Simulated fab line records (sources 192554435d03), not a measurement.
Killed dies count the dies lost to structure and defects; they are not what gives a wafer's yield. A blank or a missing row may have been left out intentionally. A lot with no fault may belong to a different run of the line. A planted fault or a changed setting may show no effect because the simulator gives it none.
fab line records / flow n5_finfet
record: lots: 5 wafers: 13 last_day: 17
route steps=1938 shown BEOL_M2@921 BEOL_M3@931 BEOL_M4@1111
lots with no fault: from the same line, run without faults
start_h: hours from the record's first day to the start of the lot's first wafer shown / wait_h: hours elapsed since this lot's preceding step / " repeats the value in the row above / L1.1+2: a row that stands for several wafers / - either no value or no given start / * or withheld: withheld / < > ~ a bound
route shown NAME@n: a module of which the file shows steps, and the number in the route of the first / usual: mean/standard deviation of fault-free wafers / same: alike in all rows / chamber/n: place in a boat / sites: each site's reading / _std_site: the standard deviation of these / _edge_site: mean of outer sites minus mean of inner sites / radius_mm: for every site, how far away it sits from the centre of the wafer / mask NAME#n: copy n / behind: tool/chamber where the wafer was last shaped / hold: what put the lot on hold/how long, in hours/how the hold closed / device: which transistor (n, p or np) failed to switch / end of line: the route-end tests of the same wafers / a step given without rows: its recipe and nothing more / killed: not the wafer's yield, but the dies lost to structure and defects at the first sort / map: a wafer's dies, x killed, . not, _ none there
set.NAME: the run value of the setting; set.NAME@STEP: its run value at that earlier step / model.NAME: the simulator's own value behind a step, which no gauge read
lots at some steps of the route; a table a step, a row a wafer
services: when a tool's chamber went out of use (start_h, in hours from the record's first day, below 0 if earlier), for how many hours, and the reason
== steps ==
step: N5_BEOL_M2_ECD_50
recipe: material: Cu target_thk_a: 3000
step: N5_BEOL_M2_ANNEAL_51
recipe: temp_c: 225 time_s: 90 ambient: N2
step: N5_BEOL_M2_CMP_52
recipe: stop_on: SiOC t_overpolish_s: 6.8 down_force_psi: 1 platen_rpm: 50 clearing_platen_down_force_psi: 1.5 clearing_platen_rpm: 50 post_cmp_clean: cu_alkaline target_thk_nm: 40 clearing_platen_pad_velocity_m_s: 0.99484 pad_velocity_m_s: 0.99484
step: N5_BEOL_M2_PRE_CLEAN_60
recipe: gas: NH3/H2 time_s: 15 temp_c: * rf_power_w: 300
step: N5_BEOL_M2_CO_CAP_55
recipe: material: Co target_thk_a: 20 temp_c: 200 precursor: CCTBA/H2 pressure_torr: 30 time_s: 102.1
step: N5_BEOL_M2_PRE_CLEAN_56
recipe: gas: NH3 time_s: 15 temp_c: withheld rf_power_w: 300
step: N5_BEOL_M2_DEP_57
recipe: material: SiCN target_thk_a: 80 temp_c: withheld precursor: 3MS/NH3 pressure_torr: 3 rf_w: 202 time_s: 14
step: N5_BEOL_M3_ILD_DEP_00
recipe: material: SiOC target_thk_a: 790 temp_c: 350 precursor: DEMS/O2 pressure_torr: 5 rf_w: 500 time_s: 15.3
step: N5_BEOL_M3_PECVD_72
recipe: material: SiO2 target_thk_a: 160 temp_c: 400 precursor: TEOS/O2 pressure_torr: 5.5 rf_w: 450 teos_flow_sccm: 53.8 gas: O2 flow_sccm: 3000 time_s: 18
usual: heater_power_w: 735/120 showerhead_plenum_p_Torr: 8.82/0.034 susceptor_temp_C: 400.01/0.26 throttle_valve_pct: 22.8/0.96
lot.wafer=L472.1 tool=pecvd-03 chamber=1 start_h=149.80 wait_h=0.0 heater_power_w=585 showerhead_plenum_p_Torr=8.82 susceptor_temp_C=399.83 throttle_valve_pct=22.5 model.SiO2_of_BEOL_M3_PECVD_72.thk_nm=15.8
lot.wafer=L472.2 tool=pecvd-03 chamber=2 start_h=149.80 wait_h=0.0 heater_power_w=728 showerhead_plenum_p_Torr=8.82 susceptor_temp_C=399.62 throttle_valve_pct=21.3 model.SiO2_of_BEOL_M3_PECVD_72.thk_nm=16
lot.wafer=L472.5 tool=pecvd-03 chamber=1 start_h=149.80 wait_h=0.0 heater_power_w=602 showerhead_plenum_p_Torr=8.82 susceptor_temp_C=400.17 throttle_valve_pct=22.7 model.SiO2_of_BEOL_M3_PECVD_72.thk_nm=16.2
lot.wafer=L479.3 tool=pecvd-03 chamber=0 start_h=224.63 wait_h=0.0 heater_power_w=691 showerhead_plenum_p_Torr=8.88 susceptor_temp_C=400.27 throttle_valve_pct=22.4 model.SiO2_of_BEOL_M3_PECVD_72.thk_nm=22.6
lot.wafer=L479.4 tool=pecvd-03 chamber=0 start_h=224.63 wait_h=0.0 heater_power_w=702 showerhead_plenum_p_Torr=8.88 susceptor_temp_C=400.01 throttle_valve_pct=22.1 model.SiO2_of_BEOL_M3_PECVD_72.thk_nm=16
lot.wafer=L481.1 tool=pecvd-03 chamber=0 start_h=226.71 wait_h=0.0 heater_power_w=701 showerhead_plenum_p_Torr=8.86 susceptor_temp_C=400.56 throttle_valve_pct=22.7 model.SiO2_of_BEOL_M3_PECVD_72.thk_nm=22.2
lot.wafer=L481.3 tool=pecvd-03 chamber=1 start_h=226.71 wait_h=0.0 heater_power_w=546 showerhead_plenum_p_Torr=8.81 susceptor_temp_C=399.82 throttle_valve_pct=22.7 model.SiO2_of_BEOL_M3_PECVD_72.thk_nm=22.2
lot.wafer=L481.5 tool=pecvd-03 chamber=0 start_h=226.71 wait_h=0.0 heater_power_w=710 showerhead_plenum_p_Torr=8.87 susceptor_temp_C=400.15 throttle_valve_pct=22.5 model.SiO2_of_BEOL_M3_PECVD_72.thk_nm=16
lot.wafer=L483.1 tool=pecvd-03 chamber=2 start_h=231.43 wait_h=0.0 heater_power_w=768 showerhead_plenum_p_Torr=8.81 susceptor_temp_C=399.30 throttle_valve_pct=21.5 model.SiO2_of_BEOL_M3_PECVD_72.thk_nm=22.6
lot.wafer=L483.3 tool=pecvd-03 chamber=0 start_h=231.43 wait_h=0.0 heater_power_w=685 showerhead_plenum_p_Torr=8.88 susceptor_temp_C=400.00 throttle_valve_pct=22.2 model.SiO2_of_BEOL_M3_PECVD_72.thk_nm=22.2
lot.wafer=L490.2 tool=pecvd-02 chamber=2 start_h=279.49 wait_h=0.0 heater_power_w=761 showerhead_plenum_p_Torr=8.81 susceptor_temp_C=400.21 throttle_valve_pct=21.5 model.SiO2_of_BEOL_M3_PECVD_72.thk_nm=16
lot.wafer=L490.4 tool=pecvd-02 chamber=2 start_h=279.49 wait_h=0.0 heater_power_w=775 showerhead_plenum_p_Torr=8.84 susceptor_temp_C=399.98 throttle_valve_pct=21.4 model.SiO2_of_BEOL_M3_PECVD_72.thk_nm=16.2
lot.wafer=L490.6 tool=pecvd-02 chamber=1 start_h=279.49 wait_h=0.0 heater_power_w=683 showerhead_plenum_p_Torr=8.82 susceptor_temp_C=400.04 throttle_valve_pct=24.0 model.SiO2_of_BEOL_M3_PECVD_72.thk_nm=15.8
step: N5_BEOL_M3_HM_DEP_02
recipe: material: TiN target_thk_a: 200 temp_c: 25 chamber_pressure_pa: 0.49996
step: N5_BEOL_M3_COAT_61
recipe: resist: SOC temp_c: 250 time_s: 60 spin_rpm: 1500 resist_thk_nm: 60
step: N5_BEOL_M3_COAT_62
recipe: resist: SiARC temp_c: 220 time_s: 60 spin_rpm: 1500 resist_thk_nm: 12
step: N5_BEOL_M3_COAT_73
recipe: resist: underlayer temp_c: 205 time_s: 60 spin_rpm: 1500 resist_thk_nm: 5
step: N5_BEOL_M3_COAT_05
recipe: resist: CAR-EUV spin_rpm: 1500 resist_thk_nm: 30
step: N5_BEOL_M3_EBR_07
recipe: solvent: PGMEA ebr_width_mm: 1.5
step: N5_BEOL_M3_SOFTBAKE_06
recipe: temp_c: 110 time_s: 60 resist: CAR-EUV
step: N5_BEOL_M3_EXPOSE_08
recipe: mask_id: M3 na: 0.33 source_shape: dipole sigma_inner: 0.369 sigma_outer: 0.767 polarization: unpolarized dose_mj: 33
step: N5_BEOL_M3_PEB_09
recipe: peb_temp_c: 100 peb_time_s: 60 resist: CAR-EUV
step: N5_BEOL_M3_DEVELOP_10
recipe: develop_time_s: 30 developer: TMAH resist: CAR-EUV rinse_liquid: surfactant_rinse dry: air_spin dev_temp_c: 23
step: N5_BEOL_M3_DESCUM_16
recipe: chemistry: O2 time_s: 7 source_power_w: 50 bias_power_w: 20 pressure_mtorr: 20 rf_frequency_hz: 2.712e+07 temp_c: 40 resist: CAR-EUV o2_flow_sccm: 225
step: N5_BEOL_M3_ETCH_74
recipe: chemistry: N2/H2 target: underlayer target_depth_a: 65 mask_material: CAR-EUV time_s: 5.2 ion_energy_ev: 200 pressure_mtorr: 30 source_w: 840 bias_w: 150 n2_flow_sccm: 200 h2_flow_sccm: 200 ends: cleared
step: N5_BEOL_M3_ETCH_63
recipe: chemistry: CF4 target: SiARC target_depth_a: 156 mask_material: CAR-EUV time_s: 26 ion_energy_ev: 80 pressure_mtorr: 40 source_w: 545 bias_w: 36 Ar_flow_sccm: 100 cf4_flow_sccm: 100 ends: cleared
step: N5_BEOL_M3_ETCH_64
recipe: chemistry: N2/H2 target: SOC target_depth_a: 750 overetch_a: 150 mask_material: SiARC temp_c: 40 time_s: 112.5 ion_energy_ev: 200 pressure_mtorr: 30 source_w: 840 bias_w: 150 n2_flow_sccm: 200 h2_flow_sccm: 200
step: N5_BEOL_M3_STRIP_65
recipe: chemistry: N2/H2 temp_c: 40 n2_flow_sccm: 200 h2_flow_sccm: 200 rf_frequency_hz: 6e+07
step: N5_BEOL_M3_STRIP_75
recipe: chemistry: N2/H2 temp_c: 40 n2_flow_sccm: 200 h2_flow_sccm: 200 rf_frequency_hz: 6e+07
step: N5_BEOL_M3_STRIP_66
recipe: chemistry: CF4 resist: SiARC power_w: 300 bias_power_w: 75 pressure_mtorr: 50 cf4_flow_sccm: 150 rf_frequency_hz: 6e+07
step: N5_BEOL_M3_HM_OPEN_17
recipe: chemistry: Cl2/BCl3 target_depth_a: 200 overetch_a: 60 target: TiN mask_material: SOC ion_energy_ev: 150 pressure_mtorr: 10 icp_w: 1000 bias_w: 126 Cl2_flow_sccm: 53.25 bcl3_flow_sccm: 21.75 Ar_flow_sccm: 25
step: N5_BEOL_M3_STRIP_19
recipe: chemistry: O2 power_w: 400 temp_c: 40 pressure_mtorr: 30 rf_frequency_hz: 6e+07 bias_power_w: 0 overash_fraction: 0.2 o2_flow_sccm: 225
step: N5_BEOL_M3_COAT_67
recipe: resist: SOC temp_c: 250 time_s: 60 spin_rpm: 1500 resist_thk_nm: 60
step: N5_BEOL_M3_COAT_68
recipe: resist: SiARC temp_c: 220 time_s: 60 spin_rpm: 1500 resist_thk_nm: 12
step: N5_BEOL_M3_COAT_76
recipe: resist: underlayer temp_c: 205 time_s: 60 spin_rpm: 1500 resist_thk_nm: 5
step: N5_BEOL_M3_COAT_22
recipe: resist: CAR-EUV spin_rpm: 1500 resist_thk_nm: 30
step: N5_BEOL_M3_EBR_24
recipe: solvent: PGMEA ebr_width_mm: 1.5
step: N5_BEOL_M3_SOFTBAKE_23
recipe: temp_c: 110 time_s: 60 resist: CAR-EUV
step: N5_BEOL_M3_HM_STRIP_39
recipe: chemistry: peroxide_tin_strip material: TiN target_depth_a: 250 temp_c: 50 time_s: 158
usual: bath_heat_duty_pct: 7.1/0.76
lot.wafer=L472.1 tool=wet_bench-05 chamber=3 start_h=160.64 wait_h=0.0 bath_heat_duty_pct=5.7 model.SiO2_of_BEOL_M3_PECVD_72.thk_nm=15.6
lot.wafer=L472.2 tool=wet_bench-05 chamber=6 start_h=160.64 wait_h=0.0 bath_heat_duty_pct=7.7 model.SiO2_of_BEOL_M3_PECVD_72.thk_nm=15.8
lot.wafer=L472.5 tool=wet_bench-05 chamber=4 start_h=160.64 wait_h=0.0 bath_heat_duty_pct=6.0 model.SiO2_of_BEOL_M3_PECVD_72.thk_nm=16
lot.wafer=L479.3 tool=wet_bench-01 chamber=2 start_h=241.39 wait_h=0.0 bath_heat_duty_pct=6.0 model.SiO2_of_BEOL_M3_PECVD_72.thk_nm=22.4
lot.wafer=L479.4 tool=wet_bench-01 chamber=1 start_h=241.39 wait_h=0.0 bath_heat_duty_pct=7.5 model.SiO2_of_BEOL_M3_PECVD_72.thk_nm=15.8
lot.wafer=L481.1 tool=wet_bench-05 chamber=0 start_h=244.75 wait_h=0.0 bath_heat_duty_pct=7.8 model.SiO2_of_BEOL_M3_PECVD_72.thk_nm=22
lot.wafer=L481.3 tool=wet_bench-05 chamber=3 start_h=244.75 wait_h=0.0 bath_heat_duty_pct=7.7 model.SiO2_of_BEOL_M3_PECVD_72.thk_nm=22
lot.wafer=L481.5 tool=wet_bench-05 chamber=1 start_h=244.75 wait_h=0.0 bath_heat_duty_pct=6.1 model.SiO2_of_BEOL_M3_PECVD_72.thk_nm=16
lot.wafer=L483.1 tool=wet_bench-02 chamber=6 start_h=255.14 wait_h=0.0 bath_heat_duty_pct=6.0 model.SiO2_of_BEOL_M3_PECVD_72.thk_nm=22.4
lot.wafer=L483.3 tool=wet_bench-02 chamber=3 start_h=255.14 wait_h=0.0 bath_heat_duty_pct=6.6 model.SiO2_of_BEOL_M3_PECVD_72.thk_nm=22
lot.wafer=L490.2 tool=wet_bench-02 chamber=1 start_h=294.62 wait_h=0.0 bath_heat_duty_pct=8.2 model.SiO2_of_BEOL_M3_PECVD_72.thk_nm=15.8
lot.wafer=L490.4 tool=wet_bench-02 chamber=0 start_h=294.62 wait_h=0.0 bath_heat_duty_pct=8.0 model.SiO2_of_BEOL_M3_PECVD_72.thk_nm=16
lot.wafer=L490.6 tool=wet_bench-02 chamber=5 start_h=294.62 wait_h=0.0 bath_heat_duty_pct=6.5 model.SiO2_of_BEOL_M3_PECVD_72.thk_nm=15.6
step: N5_BEOL_M3_CMP_52
recipe: stop_on: SiOC t_overpolish_s: 6.8 down_force_psi: 1 platen_rpm: 50 clearing_platen_down_force_psi: 1.5 clearing_platen_rpm: 50 post_cmp_clean: cu_alkaline target_thk_nm: 40 clearing_platen_pad_velocity_m_s: 0.99484 pad_velocity_m_s: 0.99484
usual: barrier_field_endpoint_s: 24.7/0.74 motor_current_A: 6.1/0.51
lot.wafer=L472.2 tool=cmp-03 chamber=2 start_h=165.64 wait_h=0.2 barrier_field_endpoint_s=25.5 motor_current_A=5.3
lot.wafer=L472.1 tool=cmp-03 chamber=0 start_h=165.64 wait_h=0.2 barrier_field_endpoint_s=23.9 motor_current_A=6.9
lot.wafer=L472.5 tool=cmp-03 chamber=3 start_h=165.64 wait_h=0.2 barrier_field_endpoint_s=25.3 motor_current_A=5.5
lot.wafer=L479.4 tool=cmp-04 chamber=3 start_h=245.24 wait_h=0.2 barrier_field_endpoint_s=24.5 motor_current_A=5.9
lot.wafer=L479.3 tool=cmp-04 chamber=1 start_h=245.24 wait_h=0.2 barrier_field_endpoint_s=33.6 motor_current_A=6.3
lot.wafer=L481.1 tool=cmp-03 chamber=1 start_h=248.18 wait_h=0.3 barrier_field_endpoint_s=32.2 motor_current_A=6.4
lot.wafer=L481.3 tool=cmp-03 chamber=2 start_h=248.18 wait_h=0.3 barrier_field_endpoint_s=31.6 motor_current_A=5.3
lot.wafer=L481.5 tool=cmp-03 chamber=2 start_h=248.18 wait_h=0.3 barrier_field_endpoint_s=24.8 motor_current_A=5.5
lot.wafer=L483.3 tool=cmp-04 chamber=3 start_h=258.83 wait_h=0.2 barrier_field_endpoint_s=30.9 motor_current_A=5.6
lot.wafer=L483.1 tool=cmp-04 chamber=1 start_h=258.83 wait_h=0.2 barrier_field_endpoint_s=32.3 motor_current_A=6.3
lot.wafer=L490.4 tool=cmp-01 chamber=2 start_h=298.39 wait_h=0.2 barrier_field_endpoint_s=25.6 motor_current_A=6.6
lot.wafer=L490.2 tool=cmp-01 chamber=0 start_h=298.39 wait_h=0.2 barrier_field_endpoint_s=25.4 motor_current_A=5.6
lot.wafer=L490.6 tool=cmp-01 chamber=1 start_h=298.39 wait_h=0.2 barrier_field_endpoint_s=26.4 motor_current_A=6.8
step: N5_BEOL_M4_RC_MEAS_101
usual: DIBL_N: 36.4/2.2 DIBL_P: 36.3/2.5 IOFF_N: 0.17/0.052 IOFF_P: 0.23/0.049 ION_N: 674/17 ION_P: 464/11 SS_N: 71.7/0.98 SS_P: 73.3/0.84 VT_N: 250/4 VT_P: -249/3.8
lot.wafer=L472.1 tool=prober-01 chamber=0 start_h=186.10 wait_h=0.0 DIBL_N[mV/V]=34.2 DIBL_P[mV/V]=33.0 IOFF_N[nA/um]=0.12 IOFF_P[nA/um]=0.17 ION_N[uA/um]=667 ION_P[uA/um]=458 SS_N[mV/dec]=70.8 SS_P[mV/dec]=72.6 VT_N[mV]=252 VT_P[mV]=-253
lot.wafer=L472.2 tool=prober-01 chamber=0 start_h=186.10 wait_h=0.0 DIBL_N[mV/V]=35.8 DIBL_P[mV/V]=34.4 IOFF_N[nA/um]=0.12 IOFF_P[nA/um]=0.18 ION_N[uA/um]=659 ION_P[uA/um]=454 SS_N[mV/dec]=72.0 SS_P[mV/dec]=73.1 VT_N[mV]=254 VT_P[mV]=-254
lot.wafer=L472.5 tool=prober-01 chamber=0 start_h=186.10 wait_h=0.0 DIBL_N[mV/V]=35.7 DIBL_P[mV/V]=33.2 IOFF_N[nA/um]=0.12 IOFF_P[nA/um]=0.16 ION_N[uA/um]=634 ION_P[uA/um]=439 SS_N[mV/dec]=71.7 SS_P[mV/dec]=71.6 VT_N[mV]=255 VT_P[mV]=-254
lot.wafer=L479.3 tool=prober-01 chamber=0 start_h=259.48 wait_h=0.3 DIBL_N[mV/V]=36.0 DIBL_P[mV/V]=36.1 IOFF_N[nA/um]=0.16 IOFF_P[nA/um]=0.20 ION_N[uA/um]=657 ION_P[uA/um]=451 SS_N[mV/dec]=72.4 SS_P[mV/dec]=73.3 VT_N[mV]=253 VT_P[mV]=-253
lot.wafer=L479.4 tool=prober-01 chamber=0 start_h=259.48 wait_h=0.3 DIBL_N[mV/V]=39.6 DIBL_P[mV/V]=40.9 IOFF_N[nA/um]=0.24 IOFF_P[nA/um]=0.30 ION_N[uA/um]=676 ION_P[uA/um]=464 SS_N[mV/dec]=73.6 SS_P[mV/dec]=74.6 VT_N[mV]=248 VT_P[mV]=-246
lot.wafer=L481.1 tool=prober-02 chamber=0 start_h=271.98 wait_h=0.0 DIBL_N[mV/V]=37.8 DIBL_P[mV/V]=39.6 IOFF_N[nA/um]=0.17 IOFF_P[nA/um]=0.27 ION_N[uA/um]=670 ION_P[uA/um]=464 SS_N[mV/dec]=72.3 SS_P[mV/dec]=74.1 VT_N[mV]=250 VT_P[mV]=-248
lot.wafer=L481.3 tool=prober-02 chamber=0 start_h=271.98 wait_h=0.0 DIBL_N[mV/V]=37.4 DIBL_P[mV/V]=38.4 IOFF_N[nA/um]=0.17 IOFF_P[nA/um]=0.23 ION_N[uA/um]=690 ION_P[uA/um]=471 SS_N[mV/dec]=72.0 SS_P[mV/dec]=74.0 VT_N[mV]=249 VT_P[mV]=-252
lot.wafer=L481.5 tool=prober-02 chamber=0 start_h=271.98 wait_h=0.0 DIBL_N[mV/V]=37.0 DIBL_P[mV/V]=37.8 IOFF_N[nA/um]=0.16 IOFF_P[nA/um]=0.23 ION_N[uA/um]=670 ION_P[uA/um]=458 SS_N[mV/dec]=72.0 SS_P[mV/dec]=73.0 VT_N[mV]=253 VT_P[mV]=-249
lot.wafer=L483.1 tool=prober-02 chamber=0 start_h=276.14 wait_h=0.0 DIBL_N[mV/V]=37.1 DIBL_P[mV/V]=35.1 IOFF_N[nA/um]=0.22 IOFF_P[nA/um]=0.23 ION_N[uA/um]=638 ION_P[uA/um]=447 SS_N[mV/dec]=74.5 SS_P[mV/dec]=74.1 VT_N[mV]=254 VT_P[mV]=-249
lot.wafer=L483.3 tool=prober-02 chamber=0 start_h=276.14 wait_h=0.0 DIBL_N[mV/V]=34.3 DIBL_P[mV/V]=34.3 IOFF_N[nA/um]=0.13 IOFF_P[nA/um]=0.21 ION_N[uA/um]=677 ION_P[uA/um]=478 SS_N[mV/dec]=70.8 SS_P[mV/dec]=73.3 VT_N[mV]=253 VT_P[mV]=-248
lot.wafer=L490.2 tool=prober-02 chamber=0 start_h=317.61 wait_h=0.2 DIBL_N[mV/V]=36.3 DIBL_P[mV/V]=36.3 IOFF_N[nA/um]=0.16 IOFF_P[nA/um]=0.22 ION_N[uA/um]=680 ION_P[uA/um]=470 SS_N[mV/dec]=71.6 SS_P[mV/dec]=72.9 VT_N[mV]=248 VT_P[mV]=-248
lot.wafer=L490.4 tool=prober-02 chamber=0 start_h=317.61 wait_h=0.2 DIBL_N[mV/V]=35.4 DIBL_P[mV/V]=35.8 IOFF_N[nA/um]=0.15 IOFF_P[nA/um]=0.23 ION_N[uA/um]=676 ION_P[uA/um]=477 SS_N[mV/dec]=71.2 SS_P[mV/dec]=73.4 VT_N[mV]=247 VT_P[mV]=-246
lot.wafer=L490.6 tool=prober-02 chamber=0 start_h=317.61 wait_h=0.2 DIBL_N[mV/V]=39.9 DIBL_P[mV/V]=40.6 IOFF_N[nA/um]=0.25 IOFF_P[nA/um]=0.31 ION_N[uA/um]=690 ION_P[uA/um]=467 SS_N[mV/dec]=72.9 SS_P[mV/dec]=74.3 VT_N[mV]=244 VT_P[mV]=-244
== services ==
tool=cmp-04 chamber=- start_h=131.66 hours=4.0 kind=pm
tool=cmp-04 chamber=- start_h=135.66 hours=- kind=consumable_replace:conditioner
tool=cmp-04 chamber=- start_h=135.66 hours=- kind=consumable_replace:pad
tool=wet_bench-05 chamber=- start_h=170.40 hours=1.9 kind=pm
tool=pecvd-03 chamber=0 start_h=173.27 hours=5.5 kind=scheduled_down
tool=cmp-03 chamber=- start_h=173.83 hours=1.4 kind=repair
tool=cmp-03 chamber=- start_h=181.81 hours=7.0 kind=pm
tool=pecvd-02 chamber=1 start_h=190.96 hours=5.5 kind=scheduled_down
tool=pecvd-02 chamber=2 start_h=196.28 hours=4.4 kind=repair
tool=pecvd-02 chamber=2 start_h=202.38 hours=- kind=clean
tool=cmp-04 chamber=- start_h=214.01 hours=0.5 kind=repair
tool=cmp-01 chamber=- start_h=216.58 hours=4.6 kind=pm
tool=cmp-04 chamber=- start_h=222.93 hours=2.0 kind=repair
tool=cmp-03 chamber=- start_h=227.34 hours=4.0 kind=pm
tool=cmp-03 chamber=- start_h=231.34 hours=- kind=consumable_replace:conditioner
tool=cmp-03 chamber=- start_h=231.34 hours=- kind=consumable_replace:pad
tool=cmp-01 chamber=- start_h=235.07 hours=4.0 kind=pm
tool=cmp-03 chamber=- start_h=239.45 hours=0.9 kind=repair
tool=cmp-01 chamber=- start_h=243.20 hours=0.8 kind=repair
tool=pecvd-02 chamber=- start_h=243.26 hours=0.3 kind=repair
tool=pecvd-03 chamber=- start_h=246.62 hours=0.8 kind=repair
tool=wet_bench-01 chamber=- start_h=256.58 hours=1.2 kind=repair
tool=wet_bench-01 chamber=- start_h=272.77 hours=1.3 kind=repair
tool=cmp-04 chamber=- start_h=274.33 hours=6.9 kind=pm
== key ==
first_sign: step: N5_BEOL_M3_CMP_52 reading: barrier_field_endpoint_s direction: up sigmas: 10 usual: 24.7 struck: 32.1
effect none on later readings
model_effect: step: N5_BEOL_M3_PECVD_72 value: SiO2_of_BEOL_M3_PECVD_72.thk_nm without: 15.96 struck: 22.36
model_effect: step: N5_BEOL_M3_HM_STRIP_39 value: SiO2_of_BEOL_M3_PECVD_72.thk_nm without: 15.76 struck: 22.16
met_at N5_BEOL_M3_PECVD_72
struck_wafers L479.3,L481.1,L481.3,L483.1,L483.3
baseline_loss: step: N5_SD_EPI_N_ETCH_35 wafers: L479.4
baseline_loss: step: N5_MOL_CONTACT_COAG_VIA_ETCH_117 wafers: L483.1
onset_between 149.80 224.63
fault: kind: process_parameter_drift tool: pecvd-03 chamber: - onset_h: 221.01 steps: N5_BEOL_M3_PECVD_72 channel: time_s offset: * shape: step end_h: 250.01 scope: struck_wafers_only acts_in: * stated: *
baseline_loss: these wafers lose ten dies or more at that step, a loss of the line's own and not of a fault; the sort's usual values leave them out
